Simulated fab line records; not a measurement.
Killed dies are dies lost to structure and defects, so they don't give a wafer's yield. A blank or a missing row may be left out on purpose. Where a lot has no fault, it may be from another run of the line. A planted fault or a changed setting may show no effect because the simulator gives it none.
Chamber matching + flow n5Finfet + N5_SDB_HM_OPEN_20 on rieDiel-05: 4 sister chambers
The step chemistry CH3F/O2, target SiNx, stops on poly-Si, target depth 24 nm. 7 wafers are shown with their chamber, then 7 later ones without.

WAFERS WITH THEIR CHAMBER
| wafer  | chamber | showerheadPlenumPTorr (Torr) | drypumpMotorCurrentA (A) |
|--------|---------|------------------------------|--------------------------|
| L997.5 | 1       | 2.01                         | 6.2                      |
| L997.6 | 0       | 1.91                         | 5.2                      |
| L102.3 | 3       | 1.92                         | 5.5                      |
| L105.2 | 2       | 2.09                         | 5.3                      |
| L105.6 | 2       | 2.09                         | 5.3                      |
| L112.1 | 1       | 2.00                         | 6.1                      |
| L112.3 | 3       | 1.91                         | 5.5                      |

WAFERS WHOSE CHAMBER IS MISSING
| wafer  | showerheadPlenumPTorr (Torr) | drypumpMotorCurrentA (A) |
|--------|------------------------------|--------------------------|
| L112.5 | 1.91                         | 5.4                      |
| L116.4 | 1.90                         | 5.1                      |
| L116.5 | 1.99                         | 6.1                      |
| L116.6 | 1.90                         | 5.1                      |
| L119.1 | 2.08                         | 5.3                      |
| L119.4 | 1.90                         | 5.2                      |
| L119.6 | 1.99                         | 6.2                      |

THE CHAMBER EACH PASSED THROUGH
| wafer  | from the rows above | in truth |
|--------|---------------------|----------|
| L112.5 | 3                   | 3        |
| L116.4 | 0                   | 0        |
| L116.5 | 1                   | 1        |
| L116.6 | 0                   | 0        |
| L119.1 | 2                   | 2        |
| L119.4 | 0                   | 0        |
| L119.6 | 1                   | 1        |
Correctly placed: 7 of 7. From these rows, 0 cannot be placed. Number placed wrongly: 0.
How it was worked out, from the rows above alone: a wafer's distance from a chamber is the root of the sum, over the readings, of the square of ((its reading less the chamber's mean) divided by the reading's scatter). If the next closest chamber is less than 2 further off than the closest, the wafer can't be placed; otherwise it belongs to the closest. For every chamber, the mean is computed from those of its wafers that are shown. The scatter: take each reading less its chamber's mean, square it, sum over the shown wafers, divide by the number of wafers less the number of chambers, and take the root.
